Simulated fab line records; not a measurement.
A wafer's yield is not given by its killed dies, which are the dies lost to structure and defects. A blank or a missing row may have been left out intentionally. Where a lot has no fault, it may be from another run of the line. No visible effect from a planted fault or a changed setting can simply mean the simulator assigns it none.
Struck lot and sound lot, side by side | flow n5Finfet | 37 steps out of a route of 1938
Sound: wafers L486.2, L486.3, L486.6. Struck: wafers L500.3, L500.4, L500.5. Last of all comes the cause.
Per side, at each step with rows, come the tool, then ch with its chambers, and then its first start. Under that, the readings that differ: sound wafers | struck wafers | difference of the means | sigmas: that difference in standard deviations of wafers without a fault.
alike: a reading whose means differ by less than 2 such deviations, as well as words and numbers matching on both sides. not compared: withheld readings; readings where some wafer has no value; bounds like >300 that might hide an equal value; numbers whose values overlap and for which the record gives no deviation.
The two part at a step that has a row with sigmas, a row that says differs or no value, or rows on one side only. When numbers do not overlap yet have no deviation, they are printed without sigmas and do not part them. Lack of a reading on every wafer of one side parts them only where that side has two or more wafers.

first, 9 steps without rows for these wafers: N5_PASSIVATION_HMDS_03 (time 60 s); N5_PASSIVATION_COAT_04; N5_PASSIVATION_EBR_06; N5_PASSIVATION_SOFTBAKE_05 (time 90 s); N5_PASSIVATION_EXPOSE_07 (exposes mask TV, defocus 0 nm, target cd 3000 nm); N5_PASSIVATION_PEB_08; N5_PASSIVATION_DEVELOP_09 (develop time 60 s); N5_PASSIVATION_HARDBAKE_11 (time 120 s); N5_PASSIVATION_DESCUM_12 (chemistry O2, time 7.9 s).
N5_PASSIVATION_PASS_ETCH_74: etches SiNx in CF4/O2, target depth 220 nm, time 110 s.
  sound on rieDiel-06 ch 0,2, day 14 18:39; struck on rieDiel-06 ch 0,2, day 19 01:46
  alike: drypumpMotorCurrentA, oesProductAu, rfVppV, showerheadPlenumPTorr, throttleValvePct
  not compared: rfHoursCounterH
then, 26 steps without rows for these wafers: N5_PASSIVATION_VIA_ETCH_13 (etches SiO2 in CHF3/O2, target depth 660 nm, time 330 s); N5_PASSIVATION_STRIP_14 (strips in O2); N5_PASSIVATION_ETCH_15 (etches SiCN in CF4/N2, target depth 75 nm, time 81.2 s); N5_PASSIVATION_STRIP_73 (strips in post etch residue remover, time 60 s); N5_PASSIVATION_SRD_17 (time 30 s, dry time 30 s); N5_PASSIVATION_DEGAS_18 (time 60 s); N5_PASSIVATION_PRE_CLEAN_19; N5_PASSIVATION_SPUTTER_20 (material TaN, target thk 50 nm); N5_PASSIVATION_AL_DEP_21 (deposits Al, target thk 2800 nm, time 170 s); N5_PASSIVATION_HMDS_23 (time 60 s); N5_PASSIVATION_COAT_24; N5_PASSIVATION_EBR_26; N5_PASSIVATION_SOFTBAKE_25 (time 90 s); N5_PASSIVATION_EXPOSE_27 (exposes mask PAD, defocus 0 nm); N5_PASSIVATION_PEB_28; N5_PASSIVATION_DEVELOP_29 (develop time 60 s); N5_PASSIVATION_HARDBAKE_31 (time 120 s); N5_PASSIVATION_DESCUM_32 (chemistry O2, time 7.9 s); N5_PASSIVATION_AL_ETCH_33 (etches Al in Cl2/BCl3, stops on TaN, target depth 2800 nm, time 466.7 s); N5_PASSIVATION_ETCH_59 (etches TaN in Cl2/BCl3, target depth 65 nm, time 34.9 s); N5_PASSIVATION_STRIP_34 (strips in O2); N5_PASSIVATION_STRIP_51 (strips in post etch residue remover, time 1200 s); N5_PASSIVATION_CLEAN_69 (cleans in IPA, time 180 s); N5_PASSIVATION_SRD_70 (time 30 s); N5_PASSIVATION_PECVD_53 (deposits SiO2 from TEOS/O2, target thk 800 nm, time 169.4 s); N5_PASSIVATION_PECVD_35 (deposits SiNx from SiH4/NH3/N2, target thk 700 nm, time 151.3 s).
N5_PASSIVATION_PROBE_49:
  rows exist in the record for the struck wafers here (prober-01, day 19 08:28), but not for the sound ones

== WHERE THEY PART ==
N5_PASSIVATION_PROBE_49 only, going by this record.

WHY: the cause the simulator had injected
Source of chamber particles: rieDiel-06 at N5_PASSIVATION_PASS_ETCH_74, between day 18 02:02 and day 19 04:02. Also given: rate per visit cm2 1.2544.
